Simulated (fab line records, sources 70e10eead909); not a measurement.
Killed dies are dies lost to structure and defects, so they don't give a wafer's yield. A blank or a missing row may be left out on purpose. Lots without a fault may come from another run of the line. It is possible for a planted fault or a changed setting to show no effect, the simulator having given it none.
fab line records	flow nand-harc	part 1 of 2: steps 1 to 30 of 38
[record] lots = 5	wafers = 15	last-day = 24
route steps=1159 shown P_ZERO_WELL@58 P_STI@69
lots that met no fault: from a run of the same line without faults
start-h: the number of hours between the record's first day and the start of the first shown wafer of the lot	wait-h: hours since the lot's step before	" as in the row above	L1.1+2: one row covering several wafers at once	- either no value or no given start	* or withheld: withheld	< > ~ a bound
route shown NAME@n: a module of which the file shows steps, and the number in the route of the first	usual: the fault-free wafers' mean and standard deviation	same: alike in all rows	chamber/n: place in a boat	sites: each site's reading	_std_site: the values' standard deviation	_edge_site: mean of outer sites minus mean of inner sites	radius-mm: how far each site lies from the wafer's centre	mask NAME#n: copy n	behind: the last tool/chamber to shape the wafer	hold: why the lot went on hold/how many hours it stayed there/how the hold came to an end	device: which transistor (n, p or np) failed to switch	end of line: the same wafers' tests at the end of the route	a step without rows: its recipe alone	killed: dies lost to structure and defects at the first sort, not the wafer's yield	map: shows each die of a wafer: x if killed, . if not, _ if none is there
set.NAME: the setting as run; set.NAME@STEP: as run at that earlier step	model.NAME: the simulator's own value behind a step, which no gauge read
lots seen at some steps along the route; tables by step, rows by wafer
services: the hour from which a tool's chamber was out of use, counted from the record's first day as start-h (under 0 if before that day), plus the number of hours and why
[[steps]]
[step NHARC_P_ZERO_WELL_DEVELOP_51]
[recipe] time-s = 70
lot.wafer	tool	chamber	start-h	wait-h
L074.3+4+5	litho-track-03	0	-	-
L078.1+5+6	litho-track-02	0	-	-
L093.1+2+4	litho-track-03	0	-	-
L095.1+2+4	litho-track-03	0	-	-
L096.3+5+6	litho-track-07	0	-	-
[step NHARC_P_ZERO_WELL_CD_MEAS_52]
[recipe] target-cd-nm = 2000	landing-energy-ev = 500
[usual] cd-nm = 1999.8/1.9
lot.wafer	tool	chamber	start-h	wait-h	cd-nm
L074.3	cd-sem-01	0	17.85	-	2000.8
L074.4	"	0	"	"	1998.4
L074.5	"	0	"	"	1998.9
L078.1	cd-sem-03	0	41.75	-	1999.1
L078.5	"	0	"	"	2001.6
L078.6	"	0	"	"	2002.4
L093.1	cd-sem-03	0	131.86	-	2001.5
L093.2	"	0	"	"	1999.6
L093.4	"	0	"	"	1997.4
L095.1	cd-sem-02	0	143.91	-	2000.7
L095.2	"	0	"	"	1999.5
L095.4	"	0	"	"	1998.8
L096.3	cd-sem-03	0	149.80	-	2001.4
L096.5	"	0	"	"	1997.8
L096.6	"	0	"	"	2000.8
[step NHARC_P_ZERO_WELL_HARDBAKE_53]
[recipe] temp-c = 125	time-s = 80
[usual] heater-power-total-W = 184.0/0.76
lot.wafer	tool	chamber	start-h	wait-h	heater-power-total-W
L074.3	litho-track-03	0	17.93	-	182.9
L074.4	"	0	"	"	184.7
L074.5	"	0	"	"	184.1
L078.1	litho-track-07	0	41.83	-	184.7
L078.5	"	0	"	"	183.2
L078.6	"	0	"	"	183.1
L093.1	litho-track-02	0	131.94	-	184.8
L093.2	"	0	"	"	183.4
L093.4	"	0	"	"	183.0
L095.1	litho-track-02	0	143.99	-	184.5
L095.2	"	0	"	"	184.9
L095.4	"	0	"	"	184.0
L096.3	litho-track-02	0	149.88	-	184.7
L096.5	"	0	"	"	184.6
L096.6	"	0	"	"	182.8
[step NHARC_P_ZERO_WELL_DESCUM_54]
[recipe] time-s = 3	o2-flow-sccm = 200	ar-flow-sccm = 0	bias-power-w = 0	chemistry = O2
[usual] drypump-motor-current-A = 5.8/0.48	oes-product-au = 1.005/0.011	rf-vpp-V = 57.8/0.97	showerhead-plenum-p-Torr = 1.91/0.1	throttle-valve-pct = 11.312/0.011
[same] bias-power-w = 0
lot.wafer	tool	chamber	start-h	wait-h	drypump-motor-current-A	oes-product-au	rf-hours-counter-h	rf-vpp-V	showerhead-plenum-p-Torr	throttle-valve-pct
L074.4	rie-diel-08	0	18.02	-	6.3	1.008	4	56.8	1.90	11.317
L074.3	"	1	"	"	6.0	1.008	4	57.6	1.79	11.315
L074.5	"	0	"	"	6.3	1.002	-	56.8	1.90	11.316
L078.1	rie-diel-12	1	41.95	-	6.3	1.002	1	58.1	2.05	11.306
L078.5	"	2	"	"	5.8	0.994	-	59.2	2.07	11.303
L078.6	"	3	"	"	5.0	0.996	-	56.9	1.83	11.327
L093.1	rie-diel-01	3	132.02	-	5.8	1.003	11	57.5	1.87	11.304
L093.2	"	1	"	"	4.8	1.006	12	57.3	2.04	11.319
L093.4	"	2	"	"	6.1	1.015	12	57.2	1.83	11.313
L095.4	rie-diel-08	3	144.07	-	5.7	0.989	1	58.1	1.92	11.325
L095.1	"	0	"	"	6.3	0.990	1	59.0	1.90	11.319
L095.2	"	1	"	"	5.9	1.003	1	58.3	1.79	11.320
L096.3	rie-diel-01	1	149.99	-	4.8	1.007	0	60.9	2.04	11.313
L096.5	"	2	"	"	6.0	1.016	-	55.6	1.83	11.296
L096.6	"	3	"	"	5.8	1.017	-	57.0	1.87	11.315
[step NHARC_P_ZERO_WELL_IMPLANT_55]
[recipe] energy-kev = 180	dose-cm2 = 8e+11	tilt-deg = 7
[same] implant-ion-amu = 11
lot.wafer	tool	chamber	start-h	wait-h
L074.3+4+5	implanter-01	0	18.21	0.2
L078.1+5+6	implanter-02	0	42.06	0.1
L093.1+2+4	implanter-01	0	132.17	0.1
L095.1+2+4	implanter-01	0	144.22	0.1
L096.3+5+6	implanter-01	0	150.16	0.2
[step NHARC_P_ZERO_WELL_IMPLANT_61]
[recipe] energy-kev = 30	dose-cm2 = 5e+11	tilt-deg = 7
[same] implant-ion-amu = 11
lot.wafer	tool	chamber	start-h	wait-h
L074.3+4+5	implanter-01	0	18.40	0.2
L078.1+5+6	implanter-02	0	42.24	0.2
L093.1+2+4	implanter-01	0	132.35	0.2
L095.1+2+4	implanter-01	0	144.40	0.2
L096.3+5+6	implanter-01	0	150.34	0.1
[step NHARC_P_ZERO_WELL_STRIP_56]
[recipe] time-s = 840	temp-c = 130	chemistry = SPM
lot.wafer	tool	chamber	start-h	wait-h
L074.3+5+4	wet-bench-09	3,7,0	18.55	0.1
L078.5+1+6	wet-bench-09	7,2,3	42.46	0.1
L093.4+1+2	wet-bench-04	4,5,7	132.56	0.1
L095.2+1+4	wet-bench-03	1,2,3	144.64	0.2
L096.5+3+6	wet-bench-04	6,0,1	150.51	0.1
[step NHARC_P_ZERO_WELL_PRECLEAN_68]
[recipe] time-s = 60	temp-c = 50	bath-age-min = 0	chemistry = SC1
[usual] diw-flow-mL-min = 1416/4.2
lot.wafer	tool	chamber	start-h	wait-h	diw-flow-mL-min
L074.3	wet-bench-09	3	-	-	1419
L074.5	"	7	"	"	1417
L074.4	"	0	"	"	1412
L078.5	wet-bench-09	7	-	-	1410
L078.1	"	2	"	"	1412
L078.6	"	3	"	"	1412
L093.4	wet-bench-04	4	-	-	1405
L093.1	"	5	"	"	1418
L093.2	"	7	"	"	1418
L095.2	wet-bench-03	1	-	-	1416
L095.1	"	2	"	"	1413
L095.4	"	3	"	"	1420
L096.5	wet-bench-04	6	-	-	1415
L096.3	"	0	"	"	1418
L096.6	"	1	"	"	1425
[step NHARC_P_ZERO_WELL_SRD_69]
lot.wafer	tool	chamber	start-h	wait-h
L074.3+5+4	wet-bench-09	3,7,0	-	-
L078.5+1+6	wet-bench-09	7,2,3	-	-
L093.4+1+2	wet-bench-04	4,5,7	-	-
L095.2+1+4	wet-bench-03	1,2,3	-	-
L096.5+3+6	wet-bench-04	6,0,1	-	-
[step NHARC_P_ZERO_WELL_RTA_42]
[recipe] temp-c = 1100	time-s = 300
[usual] lamp-power-pct = 42.2/1	lamp_zone_1_pct = 42.2/1	lamp_zone_4_pct = 42.2/1	lamp_zone_7_pct = 42.6/1	wafer_temp_C_max = 1104.8/1.1
lot.wafer	tool	chamber	start-h	wait-h	lamp-power-pct	lamp_zone_1_pct	lamp_zone_4_pct	lamp_zone_7_pct	wafer_temp_C_max
L074.3	rtp-anneal-01	0	19.20	-	41.2	41.2	41.2	41.6	1104.3
L074.4	"	0	"	"	41.2	41.2	41.1	41.5	1104.5
L074.5	"	0	"	"	41.2	41.2	41.1	41.6	1104.1
L078.1	rtp-anneal-01	0	42.90	-	41.2	41.2	41.2	41.6	1103.5
L078.5	"	0	"	"	41.2	41.1	41.2	41.6	1103.7
L078.6	"	0	"	"	41.2	41.3	41.2	41.6	1103.0
L093.1	rtp-anneal-02	0	133.00	-	43.3	43.4	43.3	43.7	1104.6
L093.2	"	0	"	"	43.3	43.3	43.3	43.6	1105.6
L093.4	"	0	"	"	43.3	43.3	43.2	43.7	1104.5
L095.1	rtp-anneal-02	0	145.05	-	43.3	43.2	43.4	43.6	1105.1
L095.2	"	0	"	"	43.3	43.2	43.2	43.7	1107.1
L095.4	"	0	"	"	43.3	43.2	43.3	43.7	1106.9
L096.3	rtp-anneal-01	0	151.30	-	41.0	41.1	41.1	41.4	1104.2
L096.5	"	0	"	"	41.1	41.0	41.0	41.4	1104.7
L096.6	"	0	"	"	41.0	41.2	41.1	41.5	1103.8
[step NHARC_P_ZERO_WELL_INSPECT_43]
[usual] raw-defect-count = 14/6.1
lot.wafer	tool	chamber	start-h	wait-h	raw-defect-count
L074.3	defect-inspect-01	-	19.66	0.4	6
L074.4	"	-	"	"	10
L074.5	"	-	"	"	7
L078.1	defect-inspect-02	-	43.57	0.6	22
L078.5	"	-	"	"	12
L078.6	"	-	"	"	16
L093.1	defect-inspect-01	-	133.67	0.6	18
L093.2	"	-	"	"	3
L093.4	"	-	"	"	24
L095.1	defect-inspect-01	-	145.74	0.6	17
L095.2	"	-	"	"	18
L095.4	"	-	"	"	21
L096.3	defect-inspect-01	-	151.76	0.3	15
L096.5	"	-	"	"	6
L096.6	"	-	"	"	8
[step NHARC_P_STI_ETCH_26]
[recipe] target-depth-a = 110	chemistry = dHF	material = SiO2
lot.wafer	tool	chamber	start-h	wait-h
L074.3+5+4	wet-bench-06	3,5,6	19.74	0.1
L078.1+6+5	wet-bench-07	3,4,0	43.63	0.1
L093.4+2+1	wet-bench-07	5,0,1	133.74	0.1
L095.2+4+1	wet-bench-07	1,2,3	145.80	0.1
L096.5+3+6	wet-bench-07	4,7,1	151.81	0.0
[step NHARC_P_STI_PRECLEAN_27]
[recipe] time-s = *	temp-c = 50	bath-age-min = 0	chemistry = SC1
[usual] diw-flow-mL-min = 1415/4.5
lot.wafer	tool	chamber	start-h	wait-h	diw-flow-mL-min
L074.3	wet-bench-06	3	19.79	0.0	1413
L074.5	"	5	"	"	1413
L074.4	"	6	"	"	1414
L078.1	wet-bench-07	3	43.69	0.1	1415
L078.6	"	4	"	"	1407
L078.5	"	0	"	"	1415
L093.4	wet-bench-07	5	133.79	0.0	1417
L093.2	"	0	"	"	1411
L093.1	"	1	"	"	1414
L095.2	wet-bench-07	1	145.86	0.0	1416
L095.4	"	2	"	"	1413
L095.1	"	3	"	"	1415
L096.5	wet-bench-07	4	151.88	0.1	1417
L096.3	"	7	"	"	1416
L096.6	"	1	"	"	1413
[step NHARC_P_STI_SRD_28]
lot.wafer	tool	chamber	start-h	wait-h
L074.3+5+4	wet-bench-06	3,5,6	-	-
L078.1+6+5	wet-bench-07	3,4,0	-	-
L093.4+2+1	wet-bench-07	5,0,1	-	-
L095.2+4+1	wet-bench-07	1,2,3	-	-
L096.5+3+6	wet-bench-07	4,7,1	-	-
[step NHARC_P_STI_OXIDE_29]
[recipe] target-thk-a = 100	temp-c = 900	ox-time-s = 1362	material = SiO2
[usual] spike-tc-bottom-C = 919.1/1.3
lot.wafer	tool	chamber	start-h	wait-h	spike-tc-bottom-C
L074.3	furnace-05	0	25.43	-	919.1
L074.4	"	0	"	"	920.6
L074.5	"	0	"	"	921.4
L078.1	furnace-06	0	51.06	-	917.4
L078.5	"	0	"	"	919.7
L078.6	"	0	"	"	919.7
L093.1	furnace-06	0	138.67	-	920.3
L093.2	"	0	"	"	919.0
L093.4	"	0	"	"	920.0
L095.1	furnace-06	0	146.69	-	919.3
L095.2	"	0	"	"	919.3
L095.4	"	0	"	"	920.0
L096.3	furnace-06	0	155.78	-	921.6
L096.5	"	0	"	"	917.5
L096.6	"	0	"	"	917.1
[step NHARC_P_STI_HM_DEP_30]
[recipe] target-thk-a = 800	temp-c = 790	pressure-mtorr = 300	time-s = 873	material = Si3N4
[usual] spike-tc-bottom-C = 809/3.8
lot.wafer	tool	chamber	start-h	wait-h	spike-tc-bottom-C
L074.3	lpcvd-02	1	32.76	3.6	805
L074.4	"	1	"	"	804
L074.5	"	1	"	"	803
L078.1	lpcvd-02	1	58.32	3.6	805
L078.5	"	1	"	"	804
L078.6	"	1	"	"	804
L093.1	lpcvd-02	1	145.92	3.6	803
L093.2	"	1	"	"	805
L093.4	"	1	"	"	805
L095.1	lpcvd-01	1	153.97	3.6	811
L095.2	"	1	"	"	809
L095.4	"	1	"	"	809
L096.3	lpcvd-02	0	163.08	3.6	816
L096.5	"	0	"	"	813
L096.6	"	0	"	"	814
[step NHARC_P_STI_DEHYDRATE_01]
[recipe] temp-c = 150	time-s = 120
[usual] heater-power-total-W = 182.8/1.2
lot.wafer	tool	chamber	start-h	wait-h	heater-power-total-W
L074.3	litho-track-03	0	36.47	0.4	181.3
L074.4	"	0	"	"	182.7
L074.5	"	0	"	"	183.5
L078.1	litho-track-07	0	61.90	0.4	183.7
L078.5	"	0	"	"	182.4
L078.6	"	0	"	"	184.3
L093.1	litho-track-05	0	149.53	0.4	184.7
L093.2	"	0	"	"	181.4
L093.4	"	0	"	"	181.2
L095.1	litho-track-03	0	157.66	0.4	184.0
L095.2	"	0	"	"	182.6
L095.4	"	0	"	"	184.2
L096.3	litho-track-03	0	166.77	0.4	182.6
L096.5	"	0	"	"	183.4
L096.6	"	0	"	"	180.4
[step NHARC_P_STI_HMDS_02]
[recipe] time-s = 30
lot.wafer	tool	chamber	start-h	wait-h
L074.3+4+5	litho-track-03	0	-	-
L078.1+5+6	litho-track-07	0	-	-
L093.1+2+4	litho-track-05	0	-	-
L095.1+2+4	litho-track-03	0	-	-
L096.3+5+6	litho-track-03	0	-	-
[step NHARC_P_STI_COAT_41]
[recipe] temp-c = 200	time-s = 65
[usual] heater-power-total-W = 386.1/1.4
lot.wafer	tool	chamber	start-h	wait-h	heater-power-total-W
L074.3	litho-track-03	0	-	-	384.2
L074.4	"	0	"	"	388.1
L074.5	"	0	"	"	385.3
L078.1	litho-track-07	0	-	-	386.7
L078.5	"	0	"	"	384.4
L078.6	"	0	"	"	388.0
L093.1	litho-track-05	0	-	-	386.4
L093.2	"	0	"	"	384.4
L093.4	"	0	"	"	384.2
L095.1	litho-track-03	0	-	-	386.8
L095.2	"	0	"	"	387.1
L095.4	"	0	"	"	387.9
L096.3	litho-track-03	0	-	-	386.9
L096.5	"	0	"	"	384.4
L096.6	"	0	"	"	386.2
[step NHARC_P_STI_COAT_03]
[recipe] spin-rpm = 2000	resist-thk-nm = 600
lot.wafer	tool	chamber	start-h	wait-h
L074.3+4+5	litho-track-03	0	-	-
L078.1+5+6	litho-track-07	0	-	-
L093.1+2+4	litho-track-05	0	-	-
L095.1+2+4	litho-track-03	0	-	-
L096.3+5+6	litho-track-03	0	-	-
[step NHARC_P_STI_SOFTBAKE_04]
[recipe] temp-c = 125	time-s = 70
[usual] heater-power-total-W = 201.0/1.3
lot.wafer	tool	chamber	start-h	wait-h	heater-power-total-W
L074.3	litho-track-03	0	-	-	201.6
L074.4	"	0	"	"	199.2
L074.5	"	0	"	"	201.9
L078.1	litho-track-07	0	-	-	202.6
L078.5	"	0	"	"	199.4
L078.6	"	0	"	"	199.8
L093.1	litho-track-05	0	-	-	201.2
L093.2	"	0	"	"	199.4
L093.4	"	0	"	"	202.5
L095.1	litho-track-03	0	-	-	199.8
L095.2	"	0	"	"	199.8
L095.4	"	0	"	"	199.3
L096.3	litho-track-03	0	-	-	201.1
L096.5	"	0	"	"	201.3
L096.6	"	0	"	"	198.8
[step NHARC_P_STI_EBR_05]
lot.wafer	tool	chamber	start-h	wait-h
L074.3+4+5	litho-track-03	0	-	-
L078.1+5+6	litho-track-07	0	-	-
L093.1+2+4	litho-track-05	0	-	-
L095.1+2+4	litho-track-03	0	-	-
L096.3+5+6	litho-track-03	0	-	-
[step NHARC_P_STI_EXPOSE_06]
[recipe] na = 0.55	target-cd-nm = 200	dose-mj = 37.69	mask-id = P_STI
[usual] exposure-dose-mJ-cm2 = 37.69/0.038
lot.wafer	tool	chamber	start-h	wait-h	mask	exposure-dose-mJ-cm2
L074.3	krf-scanner-01	0	36.65	-	P_STI#0	37.63
L074.4	"	0	"	"	P_STI#0	37.61
L074.5	"	0	"	"	P_STI#0	37.63
L078.1	krf-scanner-01	0	62.06	-	P_STI#0	37.59
L078.5	"	0	"	"	P_STI#0	37.60
L078.6	"	0	"	"	P_STI#0	37.62
L093.1	krf-scanner-01	0	149.82	-	P_STI#0	37.63
L093.2	"	0	"	"	P_STI#0	37.68
L093.4	"	0	"	"	P_STI#0	37.71
L095.1	krf-scanner-01	0	158.11	-	P_STI#0	37.73
L095.2	"	0	"	"	P_STI#0	37.68
L095.4	"	0	"	"	P_STI#0	37.69
L096.3	krf-scanner-01	0	166.95	-	P_STI#0	37.70
L096.5	"	0	"	"	P_STI#0	37.67
L096.6	"	0	"	"	P_STI#0	37.67
[step NHARC_P_STI_PEB_07]
[recipe] peb-temp-c = 128	peb-time-s = 80
[usual] heater-power-total-W = 189.7/0.77
lot.wafer	tool	chamber	start-h	wait-h	heater-power-total-W
L074.3	litho-track-05	0	36.70	0.1	189.7
L074.4	"	0	"	"	189.9
L074.5	"	0	"	"	188.9
L078.1	litho-track-07	0	62.13	0.1	188.6
L078.5	"	0	"	"	189.0
L078.6	"	0	"	"	189.7
L093.1	litho-track-05	0	149.89	0.1	190.5
L093.2	"	0	"	"	190.0
L093.4	"	0	"	"	189.6
L095.1	litho-track-07	0	158.18	0.1	188.9
L095.2	"	0	"	"	190.6
L095.4	"	0	"	"	189.7
L096.3	litho-track-07	0	167.00	0.1	189.0
L096.5	"	0	"	"	190.8
L096.6	"	0	"	"	188.6
[step NHARC_P_STI_DEVELOP_08]
[recipe] time-s = 50	dev-temp-c = 22
lot.wafer	tool	chamber	start-h	wait-h
L074.3+4+5	litho-track-05	0	-	-
L078.1+5+6	litho-track-07	0	-	-
L093.1+2+4	litho-track-05	0	-	-
L095.1+2+4	litho-track-07	0	-	-
L096.3+5+6	litho-track-07	0	-	-
[step NHARC_P_STI_CD_MEAS_09]
[recipe] target-cd-nm = 200	landing-energy-ev = 500
[usual] cd-nm = 201.5/2.6
lot.wafer	tool	chamber	start-h	wait-h	cd-nm
L074.3	cd-sem-01	0	36.79	-	204.4
L074.4	"	0	"	"	200.3
L074.5	"	0	"	"	205.3
L078.1	cd-sem-01	0	62.22	-	198.4
L078.5	"	0	"	"	203.6
L078.6	"	0	"	"	201.1
L093.1	cd-sem-02	0	149.97	-	199.7
L093.2	"	0	"	"	201.3
L093.4	"	0	"	"	204.8
L095.1	cd-sem-03	0	158.27	-	203.3
L095.2	"	0	"	"	203.3
L095.4	"	0	"	"	200.6
L096.3	cd-sem-03	0	167.09	-	200.9
L096.5	"	0	"	"	203.0
L096.6	"	0	"	"	199.6
[step NHARC_P_STI_OVL_MEAS_10]
[usual] overlay-x-nm = 0/6.7	overlay-y-nm = 1/5.4
lot.wafer	tool	chamber	start-h	wait-h	overlay-x-nm	overlay-y-nm
L074.3	overlay-01	-	36.88	-	9	5
L074.4	"	-	"	"	9	6
L074.5	"	-	"	"	9	5
L078.1	overlay-01	-	62.31	-	0	-4
L078.5	"	-	"	"	0	-4
L078.6	"	-	"	"	1	-4
L093.1	overlay-02	-	150.06	-	9	5
L093.2	"	-	"	"	9	4
L093.4	"	-	"	"	9	4
L095.1	overlay-01	-	158.35	-	-6	-12
L095.2	"	-	"	"	-6	-12
L095.4	"	-	"	"	-5	-12
L096.3	overlay-02	-	167.18	-	1	1
L096.5	"	-	"	"	0	1
L096.6	"	-	"	"	1	1
[step NHARC_P_STI_INSPECT_11]
[usual] raw-defect-count = 5.8/2.7
lot.wafer	tool	chamber	start-h	wait-h	raw-defect-count
L074.3	defect-inspect-02	-	36.91	0.0	8
L074.4	"	-	"	"	2
L074.5	"	-	"	"	9
L078.1	defect-inspect-02	-	62.34	0.0	3
L078.5	"	-	"	"	6
L078.6	"	-	"	"	9
L093.1	defect-inspect-01	-	150.09	0.0	8
L093.2	"	-	"	"	7
L093.4	"	-	"	"	6
L095.1	defect-inspect-02	-	158.39	0.0	5
L095.2	"	-	"	"	8
L095.4	"	-	"	"	11
L096.3	defect-inspect-01	-	167.21	0.0	5
L096.5	"	-	"	"	4
L096.6	"	-	"	"	9
[step NHARC_P_STI_HARDBAKE_13]
[recipe] temp-c = 118	time-s = 65
[usual] heater-power-total-W = 195.7/0.36
lot.wafer	tool	chamber	start-h	wait-h	heater-power-total-W
L074.3	litho-track-03	0	36.98	0.1	196.1
L074.4	"	0	"	"	195.3
L074.5	"	0	"	"	195.2
L078.1	litho-track-07	0	62.40	0.1	195.6
L078.5	"	0	"	"	195.2
L078.6	"	0	"	"	196.1
L093.1	litho-track-03	0	150.15	0.1	195.8
L093.2	"	0	"	"	195.1
L093.4	"	0	"	"	196.1
L095.1	litho-track-05	0	158.45	0.1	195.4
L095.2	"	0	"	"	196.2
L095.4	"	0	"	"	196.1
L096.3	litho-track-03	0	167.27	0.1	195.4
L096.5	"	0	"	"	196.2
L096.6	"	0	"	"	196.1
[step NHARC_P_STI_DESCUM_14]
[recipe] time-s = 3	o2-flow-sccm = 200	ar-flow-sccm = 0	bias-power-w = 0	chemistry = O2
[usual] drypump-motor-current-A = 5.6/0.38	oes-product-au = 1.004/0.01	rf-vpp-V = 57.8/0.79	showerhead-plenum-p-Torr = 1.90/0.076	throttle-valve-pct = 11.310/0.0081
[same] bias-power-w = 0
lot.wafer	tool	chamber	start-h	wait-h	drypump-motor-current-A	oes-product-au	rf-hours-counter-h	rf-vpp-V	showerhead-plenum-p-Torr	throttle-valve-pct
L074.3	rie-diel-10	0	37.06	-	5.2	1.018	0.6	57.5	1.81	11.295
L074.4	"	1	"	"	5.6	1.001	0.5	56.5	1.85	11.320
L074.5	"	3	"	"	5.9	1.019	-	58.2	1.94	11.306
L078.1	rie-diel-10	3	62.50	-	5.9	1.017	1.2	58.0	1.94	11.324
L078.6	"	0	"	"	5.2	0.992	-	57.7	1.81	11.302
L078.5	"	1	"	"	5.6	1.007	-	59.1	1.85	11.293
L093.1	rie-diel-10	2	150.23	-	5.3	1.007	3.7	58.7	2.04	11.304
L093.2	"	3	"	"	6.0	1.021	3.1	58.7	1.94	11.302
L093.4	"	0	"	"	5.2	1.013	3.8	57.9	1.81	11.310
L095.1	rie-diel-10	1	158.53	-	5.5	0.992	4.1	57.8	1.85	11.320
L095.2	"	3	"	"	5.9	1.023	3.5	58.4	1.94	11.301
L095.4	"	0	"	"	5.2	1.001	4.1	56.7	1.81	11.319
L096.3	rie-diel-07	0	167.35	-	5.7	1.022	6.8	56.5	1.95	11.307
L096.6	"	0	"	"	5.6	1.022	-	57.3	1.95	11.304
L096.5	"	2	"	"	5.7	0.994	-	57.2	1.95	11.297
